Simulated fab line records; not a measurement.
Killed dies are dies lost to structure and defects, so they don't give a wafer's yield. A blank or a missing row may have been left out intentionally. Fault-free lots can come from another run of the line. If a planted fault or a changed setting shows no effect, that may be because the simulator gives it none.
fab line records | flow n5Finfet | part 1 of 2: steps 1 to 19 of 30
record: lots: 5 | wafers: 15 | lastDay: 18
route steps=1938 shown BEOL_M5@1153
lots with no fault: from the same line, run without faults
startH: hours from the record's first day to the start of the lot's first wafer shown | waitH: hours since the lot's step before | " unchanged from the row above | L1.1+2: a row that stands for several wafers | - no value, or no start was given | * or withheld: withheld | < > ~ a bound
route shown NAME@n: NAME is a module with steps in the file, n the number in the route of the first one | usual: the fault-free wafers' mean and standard deviation | same: alike in all rows | chamber/n: place in a boat | sites: each site's reading | _std_site: the standard deviation of these | _edge_site: inner sites' mean taken away from outer sites' mean | radiusMm: for every site, how far away it sits from the centre of the wafer | mask NAME#n: copy n | behind: the tool/chamber that last shaped the wafer | hold: why the lot was held/for how many hours/how that ended | device: the transistor (n, p or np) that didn't switch | end of line: tests run on the same wafers once the route is complete | a step without rows: its recipe alone | killed: the dies lost at the first sort to structure and to defects; this is not the yield of the wafer | map: per-die view of a wafer (x killed, . not killed, _ where there is no die)
set.NAME: the setting that was run; set.NAME@STEP: the one run at that earlier step | model.NAME: the simulator's own value behind a step, which no gauge read
certain route steps with their lots: each step a table, each wafer a row
services: a tool's chamber out of use, with start hour (startH, from the record's first day; less than 0 if before it), hours out, and reason
== steps ==
step: N5_BEOL_M5_ETCH_67
recipe: chemistry: CF4 | target: SiARC | targetDepthA: 156 | maskMaterial: CAR-EUV | timeS: 26 | ionEnergyEv: 80 | pressureMtorr: 40 | sourceW: 545 | biasW: 36 | Ar_flow_sccm: 100 | cf4FlowSccm: 100 | ends: cleared
usual: drypumpMotorCurrentA: 5.72/0.27 | etchRfOnTimeS: 26.0/0.66 | mfcArSccm: 100.04/0.29 | oesProductAu: 0.67/0.068 | rfVppV: 183.9/1.1 | showerheadPlenumPTorr: 2.13/0.077 | throttleValvePct: 15.61/0.23
lot.wafer | tool       | chamber | startH | waitH | drypumpMotorCurrentA | etchRfOnTimeS | mfcArSccm | oesProductAu | rfHoursCounterH | rfVppV | showerheadPlenumPTorr | throttleValvePct
L075.1    | rieDiel-01 | 1       | 191.80 | 0.0   | 6.09                 | 26.0          | 99.85     | 0.70         | 71              | 183.2  | 2.16                  | 15.53
L075.2    | "          | 0       | "      | "     | 5.66                 | 26.1          | 100.57    | 0.71         | 69              | 183.4  | 2.08                  | 15.14
L075.5    | "          | 1       | "      | "     | 6.08                 | 26.1          | 100.28    | 0.71         | -               | 183.9  | 2.16                  | 15.52
L077.3    | rieDiel-06 | 2       | 234.46 | 0.0   | 6.00                 | 26.0          | 100.09    | 0.63         | 137             | 184.0  | 2.05                  | 15.64
L077.4    | "          | 3       | "      | "     | 5.41                 | 26.4          | 99.54     | 0.70         | 62              | 185.6  | 2.27                  | 15.71
L077.6    | "          | 3       | "      | "     | 5.43                 | 26.8          | 100.00    | 0.69         | -               | 185.8  | 2.27                  | 15.69
L076.2    | rieDiel-01 | 0       | 244.74 | 0.0   | 5.65                 | 26.2          | 100.15    | 0.69         | 88              | 182.2  | 2.08                  | 15.18
L076.3    | "          | 2       | "      | "     | 5.66                 | 25.7          | 100.10    | 0.60         | 226             | 184.6  | 2.19                  | 15.82
L076.4    | "          | 3       | "      | "     | 5.86                 | 25.2          | 99.83     | 0.79         | -               | 185.0  | 2.20                  | 15.26
L091.2    | rieDiel-05 | 1       | 303.28 | 0.0   | 5.19                 | 26.5          | 99.70     | 0.60         | 207             | 183.4  | 2.04                  | 15.96
L091.4    | "          | 2       | "      | "     | 5.64                 | 26.6          | 100.07    | 0.82         | 7               | 183.1  | 2.10                  | 15.56
L091.5    | "          | 2       | "      | "     | 5.65                 | 26.6          | 99.93     | 0.82         | -               | 183.6  | 2.10                  | 15.55
L094.3    | rieDiel-05 | 0       | 330.81 | 0.0   | 5.75                 | 26.9          | 99.96     | 0.60         | 228             | 183.9  | 2.10                  | 15.79
L094.4    | "          | 1       | "      | "     | 5.19                 | 27.0          | 100.23    | 0.59         | 216             | 182.9  | 2.03                  | 15.99
L094.6    | "          | 2       | "      | "     | 5.64                 | 27.1          | 99.57     | 0.79         | -               | 185.5  | 2.10                  | 15.59
step: N5_BEOL_M5_ETCH_68
recipe: chemistry: N2/H2 | target: SOC | targetDepthA: 800 | overetchA: 160 | maskMaterial: SiARC | tempC: 40 | timeS: 120 | ionEnergyEv: 200 | pressureMtorr: 30 | sourceW: 840 | biasW: 150 | n2FlowSccm: 200 | h2FlowSccm: 200
usual: drypumpMotorCurrentA: 5.73/0.27 | oesProductAu: 0.60/0.059 | rfVppV: 523.5/2.6 | showerheadPlenumPTorr: 2.53/0.091 | throttleValvePct: 17.79/0.28
lot.wafer | tool       | chamber | startH | waitH | drypumpMotorCurrentA | oesProductAu | rfHoursCounterH | rfVppV | showerheadPlenumPTorr | throttleValvePct
L075.1    | rieDiel-01 | 1       | 191.83 | 0.0   | 6.10                 | 0.63         | 71              | 524.2  | 2.59                  | 17.92
L075.2    | "          | 0       | "      | "     | 5.64                 | 0.64         | 69              | 522.5  | 2.47                  | 17.31
L075.5    | "          | 1       | "      | "     | 6.13                 | 0.64         | -               | 523.8  | 2.59                  | 17.94
L077.3    | rieDiel-06 | 2       | 234.49 | 0.0   | 6.02                 | 0.57         | 137             | 520.2  | 2.47                  | 18.18
L077.4    | "          | 3       | "      | "     | 5.41                 | 0.63         | 62              | 527.4  | 2.69                  | 17.82
L077.6    | "          | 3       | "      | "     | 5.40                 | 0.63         | -               | 527.6  | 2.69                  | 17.81
L076.2    | rieDiel-01 | 0       | 244.77 | 0.0   | 5.70                 | 0.62         | 88              | 522.4  | 2.46                  | 17.34
L076.3    | "          | 2       | "      | "     | 5.67                 | 0.53         | 226             | 524.6  | 2.63                  | 18.16
L076.4    | "          | 3       | "      | "     | 5.85                 | 0.70         | -               | 526.3  | 2.57                  | 17.22
L091.2    | rieDiel-05 | 1       | 303.30 | 0.0   | 5.16                 | 0.54         | 207             | 521.2  | 2.39                  | 17.94
L091.4    | "          | 2       | "      | "     | 5.67                 | 0.74         | 7               | 522.9  | 2.49                  | 17.74
L091.5    | "          | 2       | "      | "     | 5.67                 | 0.74         | -               | 522.2  | 2.49                  | 17.75
L094.3    | rieDiel-05 | 0       | 330.84 | 0.0   | 5.80                 | 0.54         | 228             | 524.1  | 2.50                  | 17.88
L094.4    | "          | 1       | "      | "     | 5.17                 | 0.54         | 216             | 520.8  | 2.39                  | 17.97
L094.6    | "          | 2       | "      | "     | 5.64                 | 0.72         | -               | 520.9  | 2.49                  | 17.76
step: N5_BEOL_M5_STRIP_69
recipe: chemistry: N2/H2 | tempC: 40 | n2FlowSccm: 200 | h2FlowSccm: 200 | rfFrequencyHz: 6e+07
lot.wafer  | tool       | chamber | startH | waitH
L075.1+2+5 | rieDiel-01 | 1,0,1   | 191.91 | 0.0
L077.3+4+6 | rieDiel-06 | 2,3,3   | 234.57 | 0.0
L076.2+3+4 | rieDiel-01 | 0,2,3   | 244.85 | 0.0
L091.2+4+5 | rieDiel-05 | 1,2,2   | 303.38 | 0.0
L094.3+4+6 | rieDiel-05 | 0,1,2   | 330.92 | 0.0
step: N5_BEOL_M5_STRIP_76
recipe: chemistry: N2/H2 | tempC: 40 | n2FlowSccm: 200 | h2FlowSccm: 200 | rfFrequencyHz: 6e+07
lot.wafer  | tool       | chamber | startH | waitH
L075.1+2+5 | rieDiel-01 | 1,0,1   | 191.92 | 0.0
L077.3+4+6 | rieDiel-06 | 2,3,3   | 234.58 | 0.0
L076.2+3+4 | rieDiel-01 | 0,2,3   | 244.86 | 0.0
L091.2+4+5 | rieDiel-05 | 1,2,2   | 303.39 | 0.0
L094.3+4+6 | rieDiel-05 | 0,1,2   | 330.93 | 0.0
step: N5_BEOL_M5_VIA_ETCH_34
recipe: chemistry: C4F6/O2 | target: SiCOH_lowk | targetDepthA: 883 | maskMaterial: SOC | taperDeg: 4 | timeS: 39.2 | ionEnergyEv: 250 | pressureMtorr: 30 | sourceW: 345 | biasW: 185 | Ar_flow_sccm: 300 | C4F6_flow_sccm: 10 | O2_flow_sccm: 10
usual: drypumpMotorCurrentA: 5.73/0.27 | mfcArSccm: 300.0/1 | oesProductAu: 0.78/0.079 | rfVppV: 659/13 | showerheadPlenumPTorr: 2.83/0.11 | throttleValvePct: 20.87/0.23
lot.wafer | tool       | chamber | startH | waitH | drypumpMotorCurrentA | mfcArSccm | oesProductAu | rfHoursCounterH | rfVppV | showerheadPlenumPTorr | throttleValvePct
L075.1    | rieDiel-01 | 1       | 191.93 | 0.0   | 6.12                 | 299.5     | 0.84         | 71              | 680    | 2.90                  | 21.00
L075.2    | "          | 0       | "      | "     | 5.68                 | 299.0     | 0.83         | 69              | 660    | 2.79                  | 20.48
L075.5    | "          | 1       | "      | "     | 6.12                 | 300.9     | 0.85         | -               | 678    | 2.90                  | 20.96
L077.3    | rieDiel-06 | 2       | 234.59 | 0.0   | 5.99                 | 299.9     | 0.73         | 137             | 641    | 2.72                  | 20.86
L077.4    | "          | 3       | "      | "     | 5.41                 | 299.3     | 0.83         | 62              | 672    | 3.01                  | 21.00
L077.6    | "          | 3       | "      | "     | 5.41                 | 300.4     | 0.83         | -               | 672    | 3.01                  | 20.99
L076.2    | rieDiel-01 | 0       | 244.87 | 0.0   | 5.64                 | 300.7     | 0.80         | 88              | 659    | 2.78                  | 20.49
L076.3    | "          | 2       | "      | "     | 5.65                 | 299.9     | 0.70         | 226             | 656    | 2.93                  | 21.14
L076.4    | "          | 3       | "      | "     | 5.84                 | 298.5     | 0.91         | -               | 640    | 2.92                  | 20.56
L091.2    | rieDiel-05 | 1       | 303.40 | 0.0   | 5.21                 | 300.5     | 0.69         | 207             | 667    | 2.70                  | 21.15
L091.4    | "          | 2       | "      | "     | 5.70                 | 300.5     | 0.95         | 7               | 648    | 2.79                  | 20.85
L091.5    | "          | 2       | "      | "     | 5.69                 | 300.3     | 0.96         | -               | 648    | 2.79                  | 20.85
L094.3    | rieDiel-05 | 0       | 330.94 | 0.0   | 5.82                 | 299.6     | 0.69         | 228             | 651    | 2.79                  | 20.93
L094.4    | "          | 1       | "      | "     | 5.18                 | 299.3     | 0.68         | 216             | 669    | 2.69                  | 21.16
L094.6    | "          | 2       | "      | "     | 5.66                 | 301.5     | 0.92         | -               | 648    | 2.79                  | 20.86
step: N5_BEOL_M5_STRIP_85
recipe: chemistry: C4F6/O2 | resist: SiARC | rfFrequencyHz: 6e+07
lot.wafer  | tool       | chamber | startH | waitH
L075.1+2+5 | rieDiel-01 | 1,0,1   | 191.97 | 0.0
L077.3+4+6 | rieDiel-06 | 2,3,3   | 234.63 | 0.0
L076.2+3+4 | rieDiel-01 | 0,2,3   | 244.91 | 0.0
L091.2+4+5 | rieDiel-05 | 1,2,2   | 303.44 | 0.0
L094.3+4+6 | rieDiel-05 | 0,1,2   | 330.97 | 0.0
step: N5_BEOL_M5_STRIP_36
recipe: chemistry: N2/H2 | powerW: 450 | tempC: 40 | pressureMtorr: 20 | rfFrequencyHz: 6e+07 | overashFraction: 0.3 | biasPowerW: 7 | h2Frac: 0.5 | n2FlowSccm: 200 | h2FlowSccm: 200
usual: drypumpMotorCurrentA: 5.73/0.27 | oesProductAu: 0.78/0.083 | rfVppV: 59.1/1.7 | showerheadPlenumPTorr: 2.52/0.091 | throttleValvePct: 23.6/0.36
lot.wafer | tool       | chamber | startH | waitH | drypumpMotorCurrentA | oesProductAu | rfHoursCounterH | rfVppV | showerheadPlenumPTorr | throttleValvePct
L075.1    | rieDiel-01 | 1       | 191.98 | 0.0   | 6.09                 | 0.85         | 71              | 61.4   | 2.59                  | 23.8
L075.2    | "          | 0       | "      | "     | 5.68                 | 0.83         | 69              | 55.3   | 2.46                  | 23.1
L075.5    | "          | 1       | "      | "     | 6.11                 | 0.82         | -               | 59.2   | 2.59                  | 23.8
L077.3    | rieDiel-06 | 2       | 234.64 | 0.0   | 6.02                 | 0.76         | 137             | 61.0   | 2.46                  | 24.2
L077.4    | "          | 3       | "      | "     | 5.43                 | 0.84         | 62              | 58.5   | 2.69                  | 23.6
L077.6    | "          | 3       | "      | "     | 5.42                 | 0.83         | -               | 59.0   | 2.69                  | 23.6
L076.2    | rieDiel-01 | 0       | 244.92 | 0.0   | 5.63                 | 0.79         | 88              | 59.3   | 2.46                  | 23.1
L076.3    | "          | 2       | "      | "     | 5.65                 | 0.67         | 226             | 63.0   | 2.63                  | 24.0
L076.4    | "          | 3       | "      | "     | 5.87                 | 0.89         | -               | 57.3   | 2.56                  | 22.9
L091.2    | rieDiel-05 | 1       | 303.45 | 0.0   | 5.14                 | 0.68         | 207             | 57.2   | 2.39                  | 23.6
L091.4    | "          | 2       | "      | "     | 5.63                 | 0.98         | 7               | 60.2   | 2.49                  | 23.5
L091.5    | "          | 2       | "      | "     | 5.65                 | 0.97         | -               | 57.7   | 2.49                  | 23.5
L094.3    | rieDiel-05 | 0       | 330.98 | 0.0   | 5.78                 | 0.71         | 228             | 60.0   | 2.49                  | 23.4
L094.4    | "          | 1       | "      | "     | 5.19                 | 0.67         | 216             | 58.9   | 2.39                  | 23.6
L094.6    | "          | 2       | "      | "     | 5.67                 | 0.97         | -               | 59.3   | 2.49                  | 23.6
step: N5_BEOL_M5_TRENCH_ETCH_37
recipe: chemistry: C4F6/O2 | targetDepthA: 716.52 | target: SiCOH_lowk | timeS: 24.7 | ionEnergyEv: 250 | pressureMtorr: 30 | sourceW: 345 | biasW: 185 | Ar_flow_sccm: 300 | C4F6_flow_sccm: 10 | O2_flow_sccm: 10
usual: drypumpMotorCurrentA: 5.73/0.27 | mfcArSccm: 299.9/0.89 | oesProductAu: 0.78/0.079 | rfVppV: 659/13 | showerheadPlenumPTorr: 2.83/0.11 | throttleValvePct: 20.91/0.23
lot.wafer | tool       | chamber | startH | waitH | drypumpMotorCurrentA | mfcArSccm | oesProductAu | rfHoursCounterH | rfVppV | showerheadPlenumPTorr | throttleValvePct
L075.1    | rieDiel-01 | 1       | -      | -     | 6.12                 | 298.0     | 0.83         | 71              | 680    | 2.90                  | 21.03
L075.2    | "          | 0       | "      | "     | 5.66                 | 300.1     | 0.82         | 69              | 658    | 2.79                  | 20.52
L075.5    | "          | 1       | "      | "     | 6.11                 | 300.2     | 0.83         | -               | 680    | 2.90                  | 21.02
L077.3    | rieDiel-06 | 2       | -      | -     | 6.00                 | 300.3     | 0.73         | 137             | 642    | 2.72                  | 20.91
L077.4    | "          | 3       | "      | "     | 5.42                 | 299.9     | 0.82         | 62              | 670    | 3.01                  | 21.03
L077.6    | "          | 3       | "      | "     | 5.42                 | 299.6     | 0.82         | -               | 671    | 3.01                  | 21.02
L076.2    | rieDiel-01 | 0       | -      | -     | 5.64                 | 298.9     | 0.80         | 88              | 660    | 2.78                  | 20.52
L076.3    | "          | 2       | "      | "     | 5.68                 | 299.4     | 0.70         | 226             | 656    | 2.93                  | 21.17
L076.4    | "          | 3       | "      | "     | 5.85                 | 300.6     | 0.90         | -               | 641    | 2.92                  | 20.60
L091.2    | rieDiel-05 | 1       | -      | -     | 5.15                 | 300.5     | 0.69         | 207             | 668    | 2.70                  | 21.21
L091.4    | "          | 2       | "      | "     | 5.65                 | 300.6     | 0.96         | 7               | 648    | 2.79                  | 20.90
L091.5    | "          | 2       | "      | "     | 5.64                 | 299.4     | 0.96         | -               | 648    | 2.79                  | 20.87
L094.3    | rieDiel-05 | 0       | -      | -     | 5.80                 | 299.9     | 0.69         | 228             | 652    | 2.79                  | 20.98
L094.4    | "          | 1       | "      | "     | 5.14                 | 299.6     | 0.68         | 216             | 668    | 2.69                  | 21.21
L094.6    | "          | 2       | "      | "     | 5.63                 | 298.8     | 0.93         | -               | 648    | 2.79                  | 20.91
step: N5_BEOL_M5_ETCH_41
recipe: chemistry: CH3F/O2 | target: SiCN | targetDepthA: 315 | taperDeg: 2 | timeS: 56.7 | ionEnergyEv: 120 | maskMaterial: TiN | pressureMtorr: 30 | sourceW: 395 | biasW: 75 | Ar_flow_sccm: 150 | CH3F_flow_sccm: 30 | O2_flow_sccm: 20
usual: drypumpMotorCurrentA: 5.72/0.27 | mfcArSccm: 150.1/0.42 | oesProductAu: 0.78/0.079 | rfVppV: 297.1/1.8 | showerheadPlenumPTorr: 1.99/0.077 | throttleValvePct: 16.31/0.24
lot.wafer | tool       | chamber | startH | waitH | drypumpMotorCurrentA | mfcArSccm | oesProductAu | rfHoursCounterH | rfVppV | showerheadPlenumPTorr | throttleValvePct
L075.1    | rieDiel-01 | 1       | -      | -     | 6.10                 | 150.5     | 0.85         | 71              | 296.8  | 2.04                  | 16.37
L075.2    | "          | 0       | "      | "     | 5.67                 | 149.9     | 0.82         | 69              | 295.9  | 1.95                  | 15.92
L075.5    | "          | 1       | "      | "     | 6.11                 | 150.1     | 0.83         | -               | 297.3  | 2.04                  | 16.38
L077.3    | rieDiel-06 | 2       | -      | -     | 6.01                 | 149.2     | 0.73         | 137             | 295.5  | 1.91                  | 16.34
L077.4    | "          | 3       | "      | "     | 5.39                 | 150.0     | 0.82         | 62              | 299.4  | 2.12                  | 16.35
L077.6    | "          | 3       | "      | "     | 5.41                 | 150.2     | 0.82         | -               | 299.8  | 2.12                  | 16.35
L076.2    | rieDiel-01 | 0       | -      | -     | 5.64                 | 150.4     | 0.80         | 88              | 295.9  | 1.95                  | 15.95
L076.3    | "          | 2       | "      | "     | 5.65                 | 150.1     | 0.70         | 226             | 298.1  | 2.06                  | 16.61
L076.4    | "          | 3       | "      | "     | 5.85                 | 149.2     | 0.91         | -               | 297.8  | 2.05                  | 15.93
L091.2    | rieDiel-05 | 1       | -      | -     | 5.18                 | 150.5     | 0.69         | 207             | 293.9  | 1.89                  | 16.64
L091.4    | "          | 2       | "      | "     | 5.67                 | 150.0     | 0.95         | 7               | 297.7  | 1.96                  | 16.27
L091.5    | "          | 2       | "      | "     | 5.66                 | 150.0     | 0.96         | -               | 296.8  | 1.96                  | 16.24
L094.3    | rieDiel-05 | 0       | -      | -     | 5.77                 | 150.0     | 0.69         | 228             | 296.3  | 1.96                  | 16.49
L094.4    | "          | 1       | "      | "     | 5.16                 | 150.4     | 0.68         | 216             | 294.6  | 1.89                  | 16.67
L094.6    | "          | 2       | "      | "     | 5.66                 | 149.6     | 0.93         | -               | 296.3  | 1.96                  | 16.28
step: N5_BEOL_M5_STRIP_91
recipe: chemistry: N2/H2 | timeS: 10 | powerW: 450 | tempC: 40 | pressureMtorr: 20 | rfFrequencyHz: 6e+07 | biasPowerW: 7 | n2FlowSccm: 200 | h2FlowSccm: 200
usual: drypumpMotorCurrentA: 5.73/0.27 | oesProductAu: 0.78/0.081 | rfVppV: 59.3/0.82 | showerheadPlenumPTorr: 2.52/0.091 | throttleValvePct: 23.6/0.36
lot.wafer | tool       | chamber | startH | waitH | drypumpMotorCurrentA | oesProductAu | rfHoursCounterH | rfVppV | showerheadPlenumPTorr | throttleValvePct
L075.1    | rieDiel-01 | 1       | -      | -     | 6.09                 | 0.84         | 71              | 60.0   | 2.59                  | 23.8
L075.2    | "          | 0       | "      | "     | 5.69                 | 0.81         | 69              | 58.0   | 2.46                  | 23.0
L075.5    | "          | 1       | "      | "     | 6.14                 | 0.82         | -               | 59.7   | 2.59                  | 23.8
L077.3    | rieDiel-06 | 2       | -      | -     | 6.00                 | 0.75         | 137             | 58.4   | 2.46                  | 24.2
L077.4    | "          | 3       | "      | "     | 5.43                 | 0.83         | 62              | 59.9   | 2.69                  | 23.6
L077.6    | "          | 3       | "      | "     | 5.41                 | 0.83         | -               | 59.9   | 2.69                  | 23.6
L076.2    | rieDiel-01 | 0       | -      | -     | 5.68                 | 0.80         | 88              | 59.6   | 2.46                  | 23.0
L076.3    | "          | 2       | "      | "     | 5.69                 | 0.69         | 226             | 60.1   | 2.63                  | 24.0
L076.4    | "          | 3       | "      | "     | 5.87                 | 0.89         | -               | 58.3   | 2.56                  | 22.9
L091.2    | rieDiel-05 | 1       | -      | -     | 5.19                 | 0.69         | 207             | 60.2   | 2.39                  | 23.6
L091.4    | "          | 2       | "      | "     | 5.66                 | 0.97         | 7               | 60.6   | 2.49                  | 23.5
L091.5    | "          | 2       | "      | "     | 5.66                 | 0.98         | -               | 58.3   | 2.49                  | 23.5
L094.3    | rieDiel-05 | 0       | -      | -     | 5.79                 | 0.70         | 228             | 59.3   | 2.49                  | 23.4
L094.4    | "          | 1       | "      | "     | 5.19                 | 0.68         | 216             | 57.9   | 2.39                  | 23.6
L094.6    | "          | 2       | "      | "     | 5.67                 | 0.96         | -               | 59.0   | 2.49                  | 23.5
step: N5_BEOL_M5_OCD_MEAS_38
usual: trenchDepthNm: 71.1/1.3
lot.wafer | tool   | chamber | startH | waitH | trenchDepthNm
L075.1    | ocd-01 | -       | 192.17 | -     | 71.4
L075.2    | "      | -       | "      | "     | 70.3
L075.5    | "      | -       | "      | "     | 71.8
L077.3    | ocd-02 | -       | 234.83 | -     | 70.8
L077.4    | "      | -       | "      | "     | 70.9
L077.6    | "      | -       | "      | "     | 70.9
L076.2    | ocd-02 | -       | 245.11 | -     | 69.5
L076.3    | "      | -       | "      | "     | 71.6
L076.4    | "      | -       | "      | "     | 71.7
L091.2    | ocd-01 | -       | 303.64 | -     | 69.4
L091.4    | "      | -       | "      | "     | 71.4
L091.5    | "      | -       | "      | "     | 70.9
L094.3    | ocd-01 | -       | 331.18 | -     | 68.0
L094.4    | "      | -       | "      | "     | 68.7
L094.6    | "      | -       | "      | "     | 70.2
step: N5_BEOL_M5_HM_STRIP_39
recipe: chemistry: peroxideTinStrip | material: TiN | targetDepthA: 250 | tempC: 50 | timeS: 158
usual: bathGuardTempC: 50.0/0.68
lot.wafer | tool        | chamber | startH | waitH | bathGuardTempC
L075.1    | wetBench-05 | 0       | 192.20 | 0.0   | 51.9
L075.2    | "           | 7       | "      | "     | 49.2
L075.5    | "           | 6       | "      | "     | 48.7
L077.3    | wetBench-05 | 2       | 234.86 | 0.0   | 50.0
L077.4    | "           | 3       | "      | "     | 50.8
L077.6    | "           | 5       | "      | "     | 50.5
L076.2    | wetBench-02 | 5       | 245.14 | 0.0   | 50.2
L076.3    | "           | 6       | "      | "     | 50.0
L076.4    | "           | 3       | "      | "     | 49.1
L091.2    | wetBench-01 | 2       | 303.68 | 0.0   | 50.7
L091.4    | "           | 0       | "      | "     | 50.6
L091.5    | "           | 1       | "      | "     | 49.3
L094.3    | wetBench-05 | 3       | 331.21 | 0.0   | 50.7
L094.4    | "           | 6       | "      | "     | 48.4
L094.6    | "           | 2       | "      | "     | 49.8
step: N5_BEOL_M5_SRD_40
recipe: timeS: 30 | tempC: 23 | rinseLiquid: diw | dry: ipaMarangoni
lot.wafer  | tool        | chamber | startH | waitH
L075.1+2+5 | wetBench-05 | 0,7,6   | 192.25 | 0.0
L077.3+4+6 | wetBench-05 | 2,3,5   | 234.91 | 0.0
L076.2+3+4 | wetBench-02 | 5,6,3   | 245.19 | 0.0
L091.2+4+5 | wetBench-01 | 2,0,1   | 303.72 | 0.0
L094.3+4+6 | wetBench-05 | 3,6,2   | 331.26 | 0.0
step: N5_BEOL_M5_PRECLEAN_42
recipe: chemistry: residueRemover | timeS: 60 | tempC: 40
usual: bathGuardTempC: 40.0/0.67
lot.wafer | tool        | chamber | startH | waitH | bathGuardTempC
L075.1    | wetBench-05 | 0       | 192.27 | 0.0   | 41.6
L075.2    | "           | 7       | "      | "     | 38.7
L075.5    | "           | 6       | "      | "     | 38.8
L077.3    | wetBench-05 | 2       | 234.92 | 0.0   | 40.3
L077.4    | "           | 3       | "      | "     | 40.5
L077.6    | "           | 5       | "      | "     | 40.2
L076.2    | wetBench-02 | 5       | 245.20 | 0.0   | 39.7
L076.3    | "           | 6       | "      | "     | 39.5
L076.4    | "           | 3       | "      | "     | 39.6
L091.2    | wetBench-01 | 2       | 303.74 | 0.0   | 40.7
L091.4    | "           | 0       | "      | "     | 40.0
L091.5    | "           | 1       | "      | "     | 39.4
L094.3    | wetBench-05 | 3       | 331.28 | 0.0   | 40.2
L094.4    | "           | 6       | "      | "     | 38.7
L094.6    | "           | 2       | "      | "     | 39.6
step: N5_BEOL_M5_SRD_43
recipe: timeS: 30 | tempC: 23 | rinseLiquid: diw | dry: ipaMarangoni
lot.wafer  | tool        | chamber | startH | waitH
L075.1+2+5 | wetBench-05 | 0,7,6   | 192.28 | 0.0
L077.3+4+6 | wetBench-05 | 2,3,5   | 234.94 | 0.0
L076.2+3+4 | wetBench-02 | 5,6,3   | 245.22 | 0.0
L091.2+4+5 | wetBench-01 | 2,0,1   | 303.76 | 0.0
L094.3+4+6 | wetBench-05 | 3,6,2   | 331.30 | 0.0
step: N5_BEOL_M5_CD_MEAS_35
recipe: targetCdNm: 28 | targetCdYNm: 24 | polarity: opening
usual: cdNm: 27.9/0.42
lot.wafer | tool     | chamber | startH | waitH | cdNm
L075.1    | cdSem-01 | -       | 192.32 | 0.0   | 28.4
L075.2    | "        | -       | "      | "     | 27.7
L075.5    | "        | -       | "      | "     | 28.0
L077.3    | cdSem-01 | -       | 234.98 | 0.0   | 27.8
L077.4    | "        | -       | "      | "     | 27.9
L077.6    | "        | -       | "      | "     | 27.7
L076.2    | cdSem-02 | -       | 245.26 | 0.0   | 27.6
L076.3    | "        | -       | "      | "     | 27.6
L076.4    | "        | -       | "      | "     | 28.3
L091.2    | cdSem-03 | -       | 303.80 | 0.0   | 27.4
L091.4    | "        | -       | "      | "     | 28.1
L091.5    | "        | -       | "      | "     | 27.3
L094.3    | cdSem-02 | -       | 331.34 | 0.0   | 28.0
L094.4    | "        | -       | "      | "     | 28.1
L094.6    | "        | -       | "      | "     | 28.7
step: N5_BEOL_M5_CURE_80
recipe: tempC: 370 | timeS: 120 | ambient: DMADMS/He | material: SiCOH_lowk
usual: lampPowerPct: 52.31/0.054 | wafer_temp_C_max: 372.0/0.53
lot.wafer | tool      | chamber | startH | waitH | lampPowerPct | wafer_temp_C_max
L075.1    | uvCure-02 | 2       | 192.37 | 0.0   | 52.26        | 372.1
L075.2    | "         | 2       | "      | "     | 52.32        | 372.3
L075.5    | "         | 2       | "      | "     | 52.28        | 372.4
L077.3    | uvCure-03 | 2       | 235.22 | 0.2   | 52.23        | 372.1
L077.4    | "         | 2       | "      | "     | 52.31        | 373.0
L077.6    | "         | 2       | "      | "     | 52.31        | 372.9
L076.2    | uvCure-02 | 1       | 245.35 | 0.1   | 52.45        | 372.9
L076.3    | "         | 1       | "      | "     | 52.30        | 372.8
L076.4    | "         | 1       | "      | "     | 52.29        | 373.0
L091.2    | uvCure-03 | 0       | 303.95 | 0.1   | 52.18        | 371.1
L091.4    | "         | 0       | "      | "     | 52.32        | 371.3
L091.5    | "         | 0       | "      | "     | 52.30        | 371.6
L094.3    | uvCure-02 | 0       | 331.48 | 0.1   | 52.27        | 371.9
L094.4    | "         | 0       | "      | "     | 52.31        | 371.3
L094.6    | "         | 0       | "      | "     | 52.30        | 370.9
step: N5_BEOL_M5_DEGAS_44
recipe: ambient: vacuum | tempC: 250 | timeS: 60
usual: heaterPowerW: 354/37
lot.wafer | tool          | chamber | startH | waitH | heaterPowerW
L075.1    | pvdSputter-03 | -       | 192.73 | 0.3   | 344
L075.2    | "             | -       | "      | "     | 361
L075.5    | "             | -       | "      | "     | 341
L077.3    | pvdSputter-01 | -       | 235.65 | 0.3   | 336
L077.4    | "             | -       | "      | "     | 433
L077.6    | "             | -       | "      | "     | 336
L076.2    | pvdSputter-01 | -       | 245.72 | 0.3   | 342
L076.3    | "             | -       | "      | "     | 366
L076.4    | "             | -       | "      | "     | 324
L091.2    | pvdSputter-01 | -       | 304.26 | 0.3   | 361
L091.4    | "             | -       | "      | "     | 433
L091.5    | "             | -       | "      | "     | 434
L094.3    | pvdSputter-02 | -       | 332.04 | 0.5   | 304
L094.4    | "             | -       | "      | "     | 371
L094.6    | "             | -       | "      | "     | 308
step: N5_BEOL_M5_PRE_CLEAN_45
recipe: gas: H2/He | timeS: 30 | tempC: 250
usual: heaterPowerW: 353/37
lot.wafer | tool          | chamber | startH | waitH | heaterPowerW
L075.1    | pvdSputter-03 | -       | 192.77 | 0.0   | 346
L075.2    | "             | -       | "      | "     | 360
L075.5    | "             | -       | "      | "     | 338
L077.3    | pvdSputter-01 | -       | 235.69 | 0.0   | 333
L077.4    | "             | -       | "      | "     | 419
L077.6    | "             | -       | "      | "     | 329
L076.2    | pvdSputter-01 | -       | 245.76 | 0.0   | 338
L076.3    | "             | -       | "      | "     | 360
L076.4    | "             | -       | "      | "     | 334
L091.2    | pvdSputter-01 | -       | 304.30 | 0.0   | 363
L091.4    | "             | -       | "      | "     | 443
L091.5    | "             | -       | "      | "     | 417
L094.3    | pvdSputter-02 | -       | 332.08 | 0.0   | 299
L094.4    | "             | -       | "      | "     | 372
L094.6    | "             | -       | "      | "     | 325
